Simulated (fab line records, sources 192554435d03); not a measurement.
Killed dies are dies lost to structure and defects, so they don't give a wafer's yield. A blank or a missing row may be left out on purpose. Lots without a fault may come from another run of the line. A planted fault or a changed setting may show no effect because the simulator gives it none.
fab line records | flow n5_finfet
record lots=24 wafers=72 last_day=17
route steps=1938 shown BEOL_M1@765
lots that met no fault: from a run of the same line without faults
start_h: hours from the record's first day to the start of the lot's first wafer shown | wait_h: hours since the lot's step before | " the same as in the row above | L1.1+2: a row that stands for several wafers | - no value, or no start given | * or withheld: withheld | < > ~ a bound
route shown NAME@n: a module of which the file shows steps, and the number in the route of the first | usual: mean/standard deviation of fault-free wafers | same: alike in all rows | chamber/n: place in a boat | sites: the reading at each site | _std_site: their standard deviation | _edge_site: outer sites' mean less inner sites' | radius_mm: how far each site lies from the wafer's centre | mask NAME#n: copy n | behind: the tool/chamber that last shaped the wafer | hold: why the lot was held/for how many hours/how that ended | device: the transistor (n, p or np) that didn't switch | end of line: the same wafers' tests at the end of the route | a step without rows: its recipe alone | killed: dies lost to structure and defects at the first sort, not the wafer's yield | map: a wafer's dies, x killed, . not, _ none there
set.NAME: the setting as run; set.NAME@STEP: as run at that earlier step | model.NAME: the simulator's own value behind a step, which no gauge read
steps of the route over a sample of lots; a table a step, a row a wafer
services: from which hour (start_h, from the record's first day; less than 0 if before it) a tool's chamber was out of use, for how many hours, and why
## steps
# step N5_BEOL_M1_OVL_MEAS_12
# recipe points_per_wafer=522
# usual M1_OVL=-0.1/0.73
# columns lot.wafer tool chamber start_h wait_h M1_OVL[nm]
L074.4 overlay-01 0 121.37 0.0 -0.3
L074.5 " 0 " " -0.4
L074.6 " 0 " " -0.6
L075.1 overlay-01 0 128.65 0.0 -0.8
L075.3 " 0 " " -0.4
L075.6 " 0 " " -0.1
L076.1 overlay-01 0 135.10 0.0 -0.2
L076.3 " 0 " " 0.7
L076.5 " 0 " " 0.2
L077.1 overlay-02 0 141.84 0.0 0.8
L077.2 " 0 " " -0.3
L077.5 " 0 " " 1.1
L078.1 overlay-01 0 147.55 0.0 -0.6
L078.3 " 0 " " 0.2
L078.5 " 0 " " 0.8
L079.2 overlay-02 0 152.35 0.0 -0.6
L079.4 " 0 " " -0.5
L079.5 " 0 " " -0.2
L080.1 overlay-01 0 152.39 0.0 0.7
L080.4 " 0 " " 0.2
L080.6 " 0 " " -1.2
L081.3 overlay-02 0 167.67 0.0 -0.6
L081.4 " 0 " " -0.2
L081.5 " 0 " " -0.1
L082.2 overlay-01 0 171.70 0.0 -0.3
L082.3 " 0 " " -1.8
L082.6 " 0 " " -1.5
L083.3 overlay-02 0 178.71 0.0 -0.1
L083.4 " 0 " " 0.9
L083.5 " 0 " " 0.8
L084.4 overlay-02 0 182.42 0.0 -1.2
L084.5 " 0 " " 0.1
L084.6 " 0 " " -0.6
L085.2 overlay-02 0 188.34 0.0 0.4
L085.4 " 0 " " 0.6
L085.5 " 0 " " 0.0
L086.1 overlay-01 0 192.42 0.0 -2.1
L086.2 " 0 " " -0.9
L086.6 " 0 " " -1.1
L087.1 overlay-02 0 196.47 0.0 0.7
L087.2 " 0 " " 1.8
L087.3 " 0 " " 0.2
L088.1 overlay-02 0 207.44 0.0 -0.7
L088.4 " 0 " " 0.6
L088.5 " 0 " " 0.1
L089.1 overlay-02 0 212.38 0.0 -0.3
L089.3 " 0 " " 0.3
L089.6 " 0 " " 0.7
L090.3 overlay-01 0 218.69 0.0 -0.3
L090.4 " 0 " " 0.5
L090.6 " 0 " " 0.2
L091.1 overlay-01 0 222.20 0.0 -1.0
L091.2 " 0 " " -0.9
L091.6 " 0 " " -1.1
L092.1 overlay-02 0 228.92 0.0 0.4
L092.2 " 0 " " -0.4
L092.3 " 0 " " -0.1
L093.3 overlay-02 0 236.06 0.0 -1.0
L093.4 " 0 " " 0.0
L093.6 " 0 " " -0.5
L094.1 overlay-01 0 245.56 0.0 -0.3
L094.4 " 0 " " 0.0
L094.6 " 0 " " -0.7
L095.1 overlay-02 0 252.32 0.0 -0.6
L095.4 " 0 " " -0.4
L095.5 " 0 " " -0.3
L097.2 overlay-01 0 257.67 0.0 1.0
L097.3 " 0 " " 1.4
L097.6 " 0 " " 0.4
L096.3 overlay-02 0 263.39 0.0 1.3
L096.4 " 0 " " 0.1
L096.6 " 0 " " 0.4
# step N5_BEOL_M1_ETCH_74
# recipe chemistry=N2/H2 target=underlayer target_depth_a=65 mask_material=CAR-EUV time_s=5.2 ion_energy_ev=200 pressure_mtorr=30 source_w=840 bias_w=150 n2_flow_sccm=200 h2_flow_sccm=200 ends=cleared
# usual drypump_motor_current_A=5.7/0.44 etch_rf_on_time_s=5.20/0.08 oes_product_au=0.68/0.084 rf_vpp_V=523.6/2.5 showerhead_plenum_p_Torr=2.53/0.076 throttle_valve_pct=17.77/0.19
# columns lot.wafer tool chamber start_h wait_h drypump_motor_current_A etch_rf_on_time_s oes_product_au rf_hours_counter_h rf_vpp_V showerhead_plenum_p_Torr throttle_valve_pct
L074.4 rie_diel-02 3 121.49 0.0 5.6 5.18 0.60 - 526.7 2.64 17.95
L074.5 " 0 " " 6.0 5.20 0.63 - 521.9 2.52 17.88
L074.6 " 1 " " 6.0 5.16 0.58 - 526.2 2.49 18.04
L075.1 rie_diel-01 3 128.78 0.0 4.7 5.19 0.73 75 522.1 2.47 17.61
L075.3 " 1 " " 5.8 5.33 0.64 134 520.6 2.45 17.56
L075.6 " 3 " " 4.7 5.21 0.72 - 520.3 2.47 17.64
L076.1 rie_diel-02 0 135.43 0.0 5.9 5.32 0.61 205 523.9 2.52 17.88
L076.3 " 3 " " 5.6 5.29 0.59 - 526.8 2.64 17.98
L076.5 " 0 " " 6.0 5.25 0.61 - 523.7 2.52 17.89
L077.1 rie_diel-02 2 141.97 0.0 6.0 5.14 0.85 2 523.7 2.49 17.71
L077.2 " 3 " " 5.6 5.28 0.60 195 527.5 2.64 17.96
L077.5 " 2 " " 6.0 5.17 0.85 - 522.2 2.49 17.68
L078.1 rie_diel-02 0 147.68 0.0 6.0 5.25 0.61 210 523.1 2.52 17.89
L078.3 " 3 " " 5.6 5.28 0.59 196 524.2 2.64 17.97
L078.5 " 0 " " 6.0 5.27 0.61 - 522.6 2.52 17.88
L079.2 rie_diel-02 2 152.47 0.0 6.0 5.14 0.83 5 523.5 2.49 17.66
L079.4 " 0 " " 5.9 5.23 0.61 - 523.7 2.52 17.92
L079.5 " 2 " " 6.0 5.15 0.83 - 523.0 2.49 17.69
L080.1 rie_diel-06 3 152.68 0.0 5.9 5.04 0.76 42 520.5 2.48 17.55
L080.4 " 1 " " 6.6 5.23 0.76 - 527.4 2.69 17.81
L080.6 " 3 " " 5.9 5.07 0.74 - 522.3 2.48 17.57
L081.3 rie_diel-01 3 167.86 0.0 4.7 5.21 0.70 87 520.7 2.47 17.65
L081.4 " 0 " " 5.7 5.23 0.64 144 530.1 2.65 18.12
L081.5 " 3 " " 4.7 5.19 0.70 - 522.1 2.47 17.65
L082.2 rie_diel-01 3 171.82 0.0 4.7 5.18 0.71 88 524.2 2.47 17.62
L082.3 " 1 " " 5.8 5.20 0.64 147 521.7 2.44 17.58
L082.6 " 3 " " 4.7 5.17 0.70 - 521.2 2.47 17.63
L083.3 rie_diel-01 0 179.40 0.0 5.7 5.28 0.62 149 528.8 2.65 18.13
L083.4 " 1 " " 5.8 5.22 0.63 149 520.3 2.44 17.59
L083.5 " 2 " " 4.9 5.18 0.69 - 522.5 2.48 17.68
L084.4 rie_diel-02 1 182.53 0.0 6.1 5.21 0.82 5 522.8 2.49 17.59
L084.5 " 2 " " 6.0 5.20 0.80 - 520.4 2.49 17.71
L084.6 " 3 " " 5.6 5.29 0.59 - 526.3 2.63 18.00
L085.2 rie_diel-02 0 188.47 0.0 6.0 5.22 0.60 223 523.0 2.51 17.92
L085.4 " 2 " " 6.0 5.18 0.79 17 519.6 2.49 17.71
L085.5 " 0 " " 5.9 5.20 0.61 - 521.2 2.51 17.94
L086.1 rie_diel-06 3 192.58 0.0 5.9 5.17 0.72 56 521.3 2.47 17.60
L086.2 " 2 " " 5.6 5.35 0.59 221 524.4 2.52 17.72
L086.6 " 2 " " 5.7 5.33 0.59 - 523.6 2.52 17.72
L087.1 rie_diel-06 1 196.60 0.0 6.6 5.18 0.75 56 527.0 2.68 17.84
L087.2 " 3 " " 5.9 5.07 0.74 58 521.2 2.47 17.59
L087.3 " 0 " " 5.8 5.03 0.81 18 521.7 2.49 17.51
L088.1 rie_diel-06 0 207.70 0.0 5.8 5.07 0.80 21 522.6 2.48 17.48
L088.4 " 2 " " 5.7 5.27 0.59 226 525.4 2.52 17.73
L088.5 " 2 " " 5.7 5.28 0.59 - 523.2 2.52 17.74
L089.1 rie_diel-02 3 212.51 0.0 5.5 5.29 0.58 217 525.6 2.63 18.02
L089.3 " 0 " " 6.0 5.28 0.59 230 523.4 2.51 17.92
L089.6 " 0 " " 6.0 5.25 0.60 - 522.9 2.51 17.93
L090.3 rie_diel-06 0 219.30 0.0 5.8 5.02 0.81 25 520.2 2.48 17.46
L090.4 " 3 " " 5.9 5.06 0.73 - 522.5 2.47 17.60
L090.6 " 0 " " 5.8 5.04 0.80 - 522.8 2.48 17.49
L091.1 rie_diel-06 3 222.81 0.0 5.9 5.14 0.71 67 520.7 2.47 17.61
L091.2 " 0 " " 5.8 5.09 0.79 27 520.5 2.48 17.49
L091.6 " 2 " " 5.7 5.24 0.58 - 522.4 2.51 17.75
L092.1 rie_diel-06 0 230.16 0.0 5.8 5.08 0.78 32 522.6 2.48 17.49
L092.2 " 3 " " 5.9 5.09 0.71 71 523.7 2.47 17.61
L092.3 " 1 " " 6.6 5.29 0.73 63 528.5 2.68 17.85
L093.3 rie_diel-01 2 236.18 0.0 4.9 5.07 0.69 91 521.7 2.47 17.70
L093.4 " 0 " " 5.7 5.24 0.63 - 525.6 2.64 18.13
L093.6 " 2 " " 4.9 5.04 0.69 - 521.8 2.47 17.71
L094.1 rie_diel-01 0 246.01 0.0 5.8 5.31 0.63 169 528.1 2.64 18.15
L094.4 " 1 " " 5.8 5.26 0.63 169 519.1 2.43 17.63
L094.6 " 0 " " 5.8 5.29 0.62 - 525.8 2.64 18.17
L095.1 rie_diel-02 2 252.45 0.0 6.0 5.15 0.77 33 521.0 2.48 17.73
L095.4 " 1 " " 6.1 5.18 0.78 22 522.5 2.48 17.61
L095.5 " 0 " " 5.9 5.19 0.59 - 521.3 2.50 17.93
L097.2 rie_diel-01 1 257.95 0.0 5.8 5.31 0.61 173 520.5 2.43 17.59
L097.3 " 0 " " 5.7 5.28 0.62 173 526.2 2.64 18.18
L097.6 " 3 " " 4.7 5.24 0.67 - 523.2 2.46 17.67
L096.3 rie_diel-02 0 263.50 0.0 5.9 5.18 0.61 244 523.3 2.50 17.94
L096.4 " 1 " " 6.0 5.14 0.78 26 519.9 2.48 17.63
L096.6 " 1 " " 6.1 5.17 0.78 - 523.3 2.48 17.61
# step N5_BEOL_M1_PRE_CLEAN_45
# recipe gas=H2/He time_s=30 temp_c=250
# usual heater_power_w=352/30
# same time_s=30
# columns lot.wafer tool chamber start_h wait_h heater_power_w
L074.4 pvd_sputter-02 - 124.86 0.0 371
L074.5 " - " " 326
L074.6 " - " " 425
L075.1 pvd_sputter-02 - 131.66 0.0 440
L075.3 " - " " 367
L075.6 " - " " 314
L076.1 pvd_sputter-03 - 141.02 0.0 371
L076.3 " - " " 326
L076.5 " - " " 316
L077.1 pvd_sputter-02 - 144.18 0.0 347
L077.2 " - " " 314
L077.5 " - " " 348
L078.1 pvd_sputter-01 - 151.78 0.0 363
L078.3 " - " " 343
L078.5 " - " " 337
L079.2 pvd_sputter-02 - 155.92 0.0 320
L079.4 " - " " 436
L079.5 " - " " 366
L080.1 pvd_sputter-03 - 160.93 0.0 376
L080.4 " - " " 350
L080.6 " - " " 379
L081.3 pvd_sputter-01 - 171.36 0.0 335
L081.4 " - " " 344
L081.5 " - " " 340
L082.2 pvd_sputter-03 - 175.37 0.0 350
L082.3 " - " " 323
L082.6 " - " " 377
L083.3 pvd_sputter-01 - 191.86 0.0 352
L083.4 " - " " 341
L083.5 " - " " 353
L084.4 pvd_sputter-01 - 192.34 0.0 346
L084.5 " - " " 356
L084.6 " - " " 342
L085.2 pvd_sputter-01 - 196.64 0.0 343
L085.4 " - " " 351
L085.5 " - " " 342
L086.1 pvd_sputter-01 - 196.76 0.0 342
L086.2 " - " " 352
L086.6 " - " " 356
L087.1 pvd_sputter-01 - 199.82 0.0 345
L087.2 " - " " 353
L087.3 " - " " 353
L088.1 pvd_sputter-02 - 215.25 0.0 363
L088.4 " - " " 342
L088.5 " - " " 317
L089.1 pvd_sputter-02 - 219.24 0.0 312
L089.3 " - " " 431
L089.6 " - " " 431
L090.3 pvd_sputter-02 - 226.71 0.0 360
L090.4 " - " " 427
L090.6 " - " " 313
L091.1 pvd_sputter-01 - 228.82 0.0 347
L091.2 " - " " 337
L091.6 " - " " 328
L092.1 pvd_sputter-01 - 245.99 0.0 342
L092.2 " - " " 346
L092.3 " - " " 331
L093.3 pvd_sputter-02 - 248.92 0.0 342
L093.4 " - " " 439
L093.6 " - " " 318
L094.1 pvd_sputter-01 - 248.93 0.0 344
L094.4 " - " " 342
L094.6 " - " " 338
L095.1 pvd_sputter-03 - 254.49 0.0 342
L095.4 " - " " 317
L095.5 " - " " 344
L097.2 pvd_sputter-01 - 264.10 0.0 344
L097.3 " - " " 326
L097.6 " - " " 338
L096.3 pvd_sputter-01 - 272.22 0.0 332
L096.4 " - " " 359
L096.6 " - " " 345
# step N5_BEOL_M1_SPUTTER_48
# recipe material=Cu target_thk_a=45 temp_c=-20 chamber_pressure_pa=0.07 power_w=withheld time_s=8.29
# usual throttle_valve_pct=30.1/0.91
# same time_s=8.29
# columns lot.wafer tool chamber start_h wait_h throttle_valve_pct
L074.4 pvd_sputter-01 - 125.60 0.1 30.0
L074.5 " - " " 30.6
L074.6 " - " " 29.7
L075.1 pvd_sputter-02 - 132.22 0.1 28.7
L075.3 " - " " 29.2
L075.6 " - " " 29.0
L076.1 pvd_sputter-03 - 141.70 0.1 29.7
L076.3 " - " " 31.8
L076.5 " - " " 29.5
L077.1 pvd_sputter-03 - 144.79 0.2 31.4
L077.2 " - " " 29.3
L077.5 " - " " 29.7
L078.1 pvd_sputter-03 - 152.78 0.5 31.7
L078.3 " - " " 30.1
L078.5 " - " " 30.2
L079.2 pvd_sputter-03 - 156.55 0.2 29.8
L079.4 " - " " 29.1
L079.5 " - " " 29.4
L080.1 pvd_sputter-01 - 161.84 0.1 29.8
L080.4 " - " " 30.0
L080.6 " - " " 30.0
L081.3 pvd_sputter-01 - 171.96 0.1 29.9
L081.4 " - " " 30.0
L081.5 " - " " 30.6
L082.2 pvd_sputter-01 - 176.60 0.3 32.0
L082.3 " - " " 30.2
L082.6 " - " " 31.9
L083.3 pvd_sputter-03 - 192.71 0.3 32.1
L083.4 " - " " 29.9
L083.5 " - " " 29.9
L084.4 pvd_sputter-01 - 194.22 1.0 30.6
L084.5 " - " " 30.7
L084.6 " - " " 29.9
L085.2 pvd_sputter-03 - 197.23 0.1 30.1
L085.4 " - " " 29.4
L085.5 " - " " 31.8
L086.1 pvd_sputter-02 - 198.75 1.5 29.2
L086.2 " - " " 30.0
L086.6 " - " " 30.1
L087.1 pvd_sputter-01 - 200.44 0.1 31.8
L087.2 " - " " 30.7
L087.3 " - " " 30.0
L088.1 pvd_sputter-01 - 216.11 0.3 30.9
L088.4 " - " " 29.9
L088.5 " - " " 31.8
L089.1 pvd_sputter-02 - 220.70 0.4 29.0
L089.3 " - " " 29.1
L089.6 " - " " 30.1
L090.3 pvd_sputter-03 - 227.59 0.3 29.8
L090.4 " - " " 29.0
L090.6 " - " " 31.6
L091.1 pvd_sputter-03 - 229.71 0.2 30.3
L091.2 " - " " 31.9
L091.6 " - " " 29.0
L092.1 pvd_sputter-03 - 246.67 0.1 29.4
L092.2 " - " " 29.7
L092.3 " - " " 30.2
L093.3 pvd_sputter-01 - 249.78 0.1 32.0
L093.4 " - " " 30.9
L093.6 " - " " 30.2
L094.1 pvd_sputter-02 - 251.27 1.3 30.0
L094.4 " - " " 29.1
L094.6 " - " " 29.1
L095.1 pvd_sputter-02 - 255.00 0.1 28.8
L095.4 " - " " 28.8
L095.5 " - " " 29.3
L097.2 pvd_sputter-03 - 265.65 0.1 29.1
L097.3 " - " " 31.7
L097.6 " - " " 30.2
L096.3 pvd_sputter-01 - 273.84 0.1 30.6
L096.4 " - " " 30.2
L096.6 " - " " 31.8
# step N5_BEOL_M1_SPUTTER_90
# recipe material=Cu target_thk_a=45 temp_c=-20 chamber_pressure_pa=0.07 power_w=withheld time_s=8.29
# usual throttle_valve_pct=30.1/0.9
# same time_s=8.29
# columns lot.wafer tool chamber start_h wait_h throttle_valve_pct
L074.4 pvd_sputter-01 - 126.70 0.1 30.1
L074.5 " - " " 30.6
L074.6 " - " " 29.9
L075.1 pvd_sputter-02 - 133.32 0.1 28.9
L075.3 " - " " 29.2
L075.6 " - " " 29.1
L076.1 pvd_sputter-03 - 142.80 0.1 30.0
L076.3 " - " " 31.5
L076.5 " - " " 29.6
L077.1 pvd_sputter-03 - 145.89 0.1 31.8
L077.2 " - " " 29.1
L077.5 " - " " 29.6
L078.1 pvd_sputter-03 - 153.88 0.1 31.6
L078.3 " - " " 30.3
L078.5 " - " " 30.4
L079.2 pvd_sputter-03 - 157.65 0.1 29.7
L079.4 " - " " 29.4
L079.5 " - " " 29.5
L080.1 pvd_sputter-01 - 162.94 0.1 30.0
L080.4 " - " " 30.0
L080.6 " - " " 29.9
L081.3 pvd_sputter-01 - 173.06 0.1 29.9
L081.4 " - " " 29.9
L081.5 " - " " 30.8
L082.2 pvd_sputter-01 - 177.70 0.1 31.7
L082.3 " - " " 30.1
L082.6 " - " " 31.9
L083.3 pvd_sputter-03 - 193.81 0.1 32.0
L083.4 " - " " 30.2
L083.5 " - " " 29.7
L084.4 pvd_sputter-01 - 195.32 0.1 30.5
L084.5 " - " " 30.8
L084.6 " - " " 30.0
L085.2 pvd_sputter-03 - 198.33 0.1 30.3
L085.4 " - " " 29.4
L085.5 " - " " 31.7
L086.1 pvd_sputter-02 - 199.85 0.1 29.3
L086.2 " - " " 29.6
L086.6 " - " " 30.0
L087.1 pvd_sputter-01 - 201.54 0.1 32.0
L087.2 " - " " 30.8
L087.3 " - " " 30.0
L088.1 pvd_sputter-01 - 217.21 0.1 30.6
L088.4 " - " " 30.0
L088.5 " - " " 32.0
L089.1 pvd_sputter-02 - 221.80 0.1 29.0
L089.3 " - " " 29.2
L089.6 " - " " 30.0
L090.3 pvd_sputter-03 - 228.69 0.1 29.8
L090.4 " - " " 29.1
L090.6 " - " " 31.6
L091.1 pvd_sputter-03 - 230.81 0.1 30.2
L091.2 " - " " 31.9
L091.6 " - " " 29.1
L092.1 pvd_sputter-03 - 247.77 0.1 29.3
L092.2 " - " " 30.0
L092.3 " - " " 30.2
L093.3 pvd_sputter-01 - 250.88 0.1 31.8
L093.4 " - " " 30.9
L093.6 " - " " 29.9
L094.1 pvd_sputter-02 - 252.37 0.1 30.1
L094.4 " - " " 29.2
L094.6 " - " " 29.2
L095.1 pvd_sputter-02 - 256.10 0.1 28.7
L095.4 " - " " 29.1
L095.5 " - " " 29.0
L097.2 pvd_sputter-03 - 266.75 0.1 29.1
L097.3 " - " " 31.9
L097.6 " - " " 29.8
L096.3 pvd_sputter-01 - 274.94 0.1 30.3
L096.4 " - " " 30.1
L096.6 " - " " 31.8
# step N5_BEOL_M1_ANNEAL_91
# recipe temp_c=400 time_s=240 ambient=vacuum
# usual heater_power_w=868/61
# same time_s=240
# columns lot.wafer tool chamber start_h wait_h heater_power_w
L074.4 pvd_sputter-01 - 126.78 0.0 856
L074.5 " - " " 879
L074.6 " - " " 844
L075.1 pvd_sputter-02 - 133.40 0.0 879
L075.3 " - " " 891
L075.6 " - " " 912
L076.1 pvd_sputter-03 - 142.88 0.0 827
L076.3 " - " " 982
L076.5 " - " " 816
L077.1 pvd_sputter-03 - 145.97 0.0 941
L077.2 " - " " 858
L077.5 " - " " 816
L078.1 pvd_sputter-03 - 153.96 0.0 930
L078.3 " - " " 816
L078.5 " - " " 794
L079.2 pvd_sputter-03 - 157.73 0.0 797
L079.4 " - " " 878
L079.5 " - " " 854
L080.1 pvd_sputter-01 - 163.02 0.0 853
L080.4 " - " " 846
L080.6 " - " " 829
L081.3 pvd_sputter-01 - 173.14 0.0 836
L081.4 " - " " 856
L081.5 " - " " 884
L082.2 pvd_sputter-01 - 177.78 0.0 869
L082.3 " - " " 869
L082.6 " - " " 858
L083.3 pvd_sputter-03 - 193.89 0.0 950
L083.4 " - " " 818
L083.5 " - " " 818
L084.4 pvd_sputter-01 - 195.40 0.0 888
L084.5 " - " " 898
L084.6 " - " " 842
L085.2 pvd_sputter-03 - 198.41 0.0 807
L085.4 " - " " 873
L085.5 " - " " 933
L086.1 pvd_sputter-02 - 199.93 0.0 912
L086.2 " - " " 1062
L086.6 " - " " 1070
L087.1 pvd_sputter-01 - 201.62 0.0 872
L087.2 " - " " 866
L087.3 " - " " 859
L088.1 pvd_sputter-01 - 217.29 0.0 912
L088.4 " - " " 855
L088.5 " - " " 857
L089.1 pvd_sputter-02 - 221.88 0.0 856
L089.3 " - " " 781
L089.6 " - " " 1065
L090.3 pvd_sputter-03 - 228.77 0.0 801
L090.4 " - " " 855
L090.6 " - " " 949
L091.1 pvd_sputter-03 - 230.89 0.0 808
L091.2 " - " " 949
L091.6 " - " " 854
L092.1 pvd_sputter-03 - 247.85 0.0 848
L092.2 " - " " 812
L092.3 " - " " 814
L093.3 pvd_sputter-01 - 250.96 0.0 862
L093.4 " - " " 874
L093.6 " - " " 846
L094.1 pvd_sputter-02 - 252.45 0.0 1091
L094.4 " - " " 889
L094.6 " - " " 794
L095.1 pvd_sputter-02 - 256.18 0.0 843
L095.4 " - " " 914
L095.5 " - " " 885
L097.2 pvd_sputter-03 - 266.83 0.0 882
L097.3 " - " " 974
L097.6 " - " " 811
L096.3 pvd_sputter-01 - 275.02 0.0 874
L096.4 " - " " 828
L096.6 " - " " 872
## services
# columns tool chamber start_h hours kind
rie_diel-01 3 103.31 18.9 repair
rie_diel-02 2 105.26 7.6 repair
pvd_sputter-02 - 106.02 18.2 repair
rie_diel-02 2 112.90 - clean
rie_diel-02 2 112.90 - consumable_replace:focus_ring
rie_diel-02 2 112.90 18.0 scheduled_down
rie_diel-02 2 112.90 18.0 vent_cycle
rie_diel-06 0 115.84 5.3 repair
rie_diel-06 0 121.19 - clean
rie_diel-06 0 121.19 - consumable_replace:focus_ring
rie_diel-06 0 121.19 21.9 scheduled_down
rie_diel-06 0 121.19 21.9 vent_cycle
rie_diel-06 1 128.14 16.7 repair
rie_diel-02 1 131.21 - clean
rie_diel-02 1 131.21 - consumable_replace:focus_ring
pvd_sputter-03 - 131.77 0.5 repair
rie_diel-02 2 132.32 6.3 repair
pvd_sputter-03 - 135.06 2.9 repair
rie_diel-06 2 142.69 23.3 repair
rie_diel-02 - 215.56 14.6 pm
rie_diel-01 - 231.04 0.4 repair
## key
fault none
